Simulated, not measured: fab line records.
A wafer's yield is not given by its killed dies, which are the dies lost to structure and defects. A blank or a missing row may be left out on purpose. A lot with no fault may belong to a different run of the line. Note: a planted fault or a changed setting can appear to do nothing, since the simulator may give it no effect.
Which tool was responsible? ; flow n5Finfet ; 33 wafers from 11 lots sampled at 2 of the route's 1938 steps

WHAT THE GAUGES SHOWED, per wafer
N5_BEOL_M11_OCD_MEAS_38.
lot;measured;on;trenchDepthNm (nm)
L223;day 11 00:49;ocd-01;147.5 153.3 150.0
L225;day 11 18:08;ocd-02;145.6 146.1 148.6
L228;day 12 01:56;ocd-01;148.0 150.6 147.9
L226;day 12 10:29;ocd-01;147.0 151.0 144.5
L229;day 13 08:10;ocd-01;147.7 145.7 146.3
L233;day 14 01:13;ocd-02;148.3 149.6 149.2
L235;day 14 06:26;ocd-01;146.1 147.1 150.2
L240;day 16 05:46;ocd-02;150.4 151.5 147.8
L241;day 16 13:18;ocd-02;148.7 147.3 148.2
L244;day 16 17:03;ocd-02;150.3 152.1 150.1
L246;day 17 20:54;ocd-01;146.4 150.4 145.8

TOOL THAT RAN EACH LOT (tool first, then ch and the chambers of the sampled wafers, then the start)
lot;N5_BEOL_M11_STRIP_36
L223;rieDiel-06 ch 1,2,3, day 11 00:36
L225;rieDiel-03 ch 0,1,2, day 11 17:54
L228;rieDiel-01 ch 2,3, day 12 01:42
L226;rieDiel-06 ch 0,3, day 12 10:15
L229;rieDiel-06 ch 2,3, day 13 07:56
L233;rieDiel-01 ch 0,3, day 14 01:00
L235;rieDiel-03 ch 0,2,3, day 14 06:13
L240;rieDiel-06 ch 0,1,2, day 16 05:33
L241;rieDiel-06 ch 2,3, day 16 13:05
L244;rieDiel-06 ch 0,1, day 16 16:50
L246;rieDiel-03 ch 2,3, day 17 20:40
- N5_BEOL_M11_STRIP_36: strips in N2/H2.

THE ANSWER, worked out from the rows above alone
Rule: usual is defined by the lots themselves. Put in order of their means at a reading, lots are off if they are a third of the lots or fewer, leave a main group of 4 or more, and stand apart from it by a gap of 3 or more times the standard deviation of the main group's means; of several such gaps the widest counts. A main group whose means are all the same, to the digits that the tables above print for the reading, isn't used. Also off: a lot with no number at a reading for which 4 or more lots have one. Any other lot the step has rows for is counted as sound.
Nothing can be told from this: no lot is off at any reading shown.

WHAT THE SIMULATOR HAD PUT IN
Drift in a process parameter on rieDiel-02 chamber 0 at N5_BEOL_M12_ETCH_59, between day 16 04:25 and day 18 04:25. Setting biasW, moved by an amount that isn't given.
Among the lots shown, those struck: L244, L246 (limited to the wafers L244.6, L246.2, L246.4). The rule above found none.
